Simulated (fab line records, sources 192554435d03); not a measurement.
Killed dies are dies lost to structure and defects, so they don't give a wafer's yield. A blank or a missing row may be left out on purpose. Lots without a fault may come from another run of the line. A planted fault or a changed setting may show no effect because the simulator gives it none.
Chamber matching | flow n5_finfet | N5_HKMG_FIN_STRIP_57 on rie_diel-04: 4 sister chambers
The step strips in CF4. 16 wafers are shown with their chamber, then 8 later ones without.

WAFERS WITH THEIR CHAMBER
wafer  | chamber | showerhead_plenum_p_Torr (Torr) | drypump_motor_current_A (A) | throttle_valve_pct (%)
L074.2 | 0       | 1.87                            | 6.7                         | 13.63
L074.3 | 1       | 1.85                            | 5.9                         | 14.08
L074.5 | 2       | 1.77                            | 5.7                         | 13.86
L076.1 | 1       | 1.85                            | 5.9                         | 14.09
L076.3 | 0       | 1.87                            | 6.6                         | 13.64
L076.5 | 2       | 1.77                            | 5.6                         | 13.88
L082.1 | 0       | 1.87                            | 6.7                         | 13.66
L082.2 | 1       | 1.84                            | 5.9                         | 14.13
L082.3 | 2       | 1.77                            | 5.7                         | 13.88
L086.1 | 3       | 1.73                            | 6.2                         | 13.72
L086.3 | 2       | 1.77                            | 5.6                         | 13.91
L086.4 | 2       | 1.77                            | 5.7                         | 13.91
L087.1 | 2       | 1.77                            | 5.7                         | 13.94
L087.3 | 3       | 1.73                            | 6.2                         | 13.75
L087.6 | 3       | 1.73                            | 6.2                         | 13.75
L092.2 | 0       | 1.86                            | 6.7                         | 13.71

SIGNATURES (means of the wafers above)
reading                  | chamber 0 | chamber 1 | chamber 2 | chamber 3 | scatter within a chamber
showerhead_plenum_p_Torr | 1.8675    | 1.8467    | 1.7700    | 1.7300    | 0.00344
drypump_motor_current_A  | 6.675     | 5.900     | 5.667     | 6.200     | 0.0417
throttle_valve_pct       | 13.6600   | 14.1000   | 13.8967   | 13.7400   | 0.0288
Rule: a wafer's distance from a chamber is the root of the sum, over the readings, of the square of ((its reading less the chamber's mean) divided by the reading's scatter). The wafer belongs to the nearest chamber; if the next one is less than 2 further off, it can't be placed. The scatter: the root of (the sum of the squares of (reading less its chamber's mean) over the shown wafers, divided by (wafers less chambers)).

WAFERS WITHOUT THEIR CHAMBER
wafer  | showerhead_plenum_p_Torr (Torr) | drypump_motor_current_A (A) | throttle_valve_pct (%)
L092.5 | 1.84                            | 5.9                         | 14.17
L092.6 | 1.86                            | 6.7                         | 13.71
L096.1 | 1.76                            | 5.6                         | 13.40
L096.3 | 1.83                            | 5.9                         | 14.21
L096.4 | 1.73                            | 6.2                         | 13.82
L097.2 | 1.76                            | 5.7                         | 13.40
L097.5 | 1.86                            | 6.7                         | 13.74
L097.6 | 1.73                            | 6.2                         | 13.81

WHICH CHAMBER EACH WENT THROUGH
wafer  | from the rows above     | in truth
L092.5 | 1                       | 1
L092.6 | 0                       | 0
L096.1 | 2                       | 2
L096.3 | 1                       | 1
L096.4 | 3                       | 3
L097.2 | can't be placed: 2 or 3 | 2
L097.5 | 0                       | 0
L097.6 | 3                       | 3
Placed correctly: 7 of 8. Can't be placed from these rows: 1 (the true chamber is among the candidates in 1). Placed wrongly: 0.
